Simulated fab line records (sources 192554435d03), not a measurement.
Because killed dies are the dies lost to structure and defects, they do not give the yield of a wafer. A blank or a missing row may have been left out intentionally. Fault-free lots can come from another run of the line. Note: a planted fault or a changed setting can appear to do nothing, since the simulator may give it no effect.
Matching of chambers || flow n5_finfet || N5_BEOL_M10_CURE_72 on uv_cure-01: 3 sister chambers
The step cures SiCOH lowk, time 120 s. 14 wafers are shown with their chamber, then 7 later ones without.

## WAFERS, EACH WITH ITS CHAMBER
{"wafer": "L076.1", "chamber": 0, "wafer_temp_C_max": 372.6, "lamp_power_pct (%)": 52.41}
{"wafer": "L076.3", "chamber": 0, "wafer_temp_C_max": 372.4, "lamp_power_pct (%)": 52.38}
{"wafer": "L076.6", "chamber": 0, "wafer_temp_C_max": 372.3, "lamp_power_pct (%)": 52.24}
{"wafer": "L080.1", "chamber": 2, "wafer_temp_C_max": 371.7, "lamp_power_pct (%)": 52.31}
{"wafer": "L080.3", "chamber": 2, "wafer_temp_C_max": 371.4, "lamp_power_pct (%)": 52.30}
{"wafer": "L080.5", "chamber": 2, "wafer_temp_C_max": 371.8, "lamp_power_pct (%)": 52.28}
{"wafer": "L079.1", "chamber": 0, "wafer_temp_C_max": 371.8, "lamp_power_pct (%)": 52.37}
{"wafer": "L079.5", "chamber": 0, "wafer_temp_C_max": 372.5, "lamp_power_pct (%)": 52.38}
{"wafer": "L079.6", "chamber": 0, "wafer_temp_C_max": 371.7, "lamp_power_pct (%)": 52.29}
{"wafer": "L077.2", "chamber": 1, "wafer_temp_C_max": 371.7, "lamp_power_pct (%)": 52.24}
{"wafer": "L077.4", "chamber": 1, "wafer_temp_C_max": 371.3, "lamp_power_pct (%)": 52.30}
{"wafer": "L077.6", "chamber": 1, "wafer_temp_C_max": 371.5, "lamp_power_pct (%)": 52.28}
{"wafer": "L084.3", "chamber": 0, "wafer_temp_C_max": 373.1, "lamp_power_pct (%)": 52.38}
{"wafer": "L084.4", "chamber": 0, "wafer_temp_C_max": 372.5, "lamp_power_pct (%)": 52.33}

SIGNATURES (averages over the wafers above)
{"reading": "wafer_temp_C_max", "chamber 0": 372.363, "chamber 1": 371.500, "chamber 2": 371.633, "scatter within a chamber": 0.377}
{"reading": "lamp_power_pct", "chamber 0": 52.3475, "chamber 1": 52.2733, "chamber 2": 52.2967, "scatter within a chamber": 0.0478}
Rule: for a wafer and a chamber, the distance is found by dividing, reading by reading, the gap between the wafer's reading and the chamber's mean by the reading's scatter, squaring, summing and taking the root. The wafer belongs to the nearest chamber; if the next one is less than 2 further off, it can't be placed. How the scatter is found: for the shown wafers, subtract from each reading the mean of its chamber, square and add these, divide the total by (wafers less chambers), then take the root.

## WAFERS WITHOUT THEIR CHAMBER
{"wafer": "L084.6", "wafer_temp_C_max": 373.1, "lamp_power_pct (%)": 52.34}
{"wafer": "L091.2", "wafer_temp_C_max": 371.1, "lamp_power_pct (%)": 52.38}
{"wafer": "L091.3", "wafer_temp_C_max": 371.0, "lamp_power_pct (%)": 52.28}
{"wafer": "L091.5", "wafer_temp_C_max": 371.1, "lamp_power_pct (%)": 52.31}
{"wafer": "L090.3", "wafer_temp_C_max": 371.4, "lamp_power_pct (%)": 52.26}
{"wafer": "L090.4", "wafer_temp_C_max": 371.4, "lamp_power_pct (%)": 52.38}
{"wafer": "L090.6", "wafer_temp_C_max": 371.4, "lamp_power_pct (%)": 52.45}

## WHICH CHAMBER EACH ONE RAN IN
{"wafer": "L084.6", "from the rows above": 0, "in truth": 0}
{"wafer": "L091.2", "from the rows above": "can't be placed: 2 or 1 or 0", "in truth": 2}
{"wafer": "L091.3", "from the rows above": "can't be placed: 1 or 2", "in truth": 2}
{"wafer": "L091.5", "from the rows above": "can't be placed: 1 or 2", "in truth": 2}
{"wafer": "L090.3", "from the rows above": "can't be placed: 1 or 2", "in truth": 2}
{"wafer": "L090.4", "from the rows above": "can't be placed: 2 or 1 or 0", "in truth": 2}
{"wafer": "L090.6", "from the rows above": "can't be placed: 2 or 0 or 1", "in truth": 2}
Correct placement for 1 of the 7. Can't be placed from these rows: 6 (the true chamber is among the candidates in 6). 0 placed wrongly.
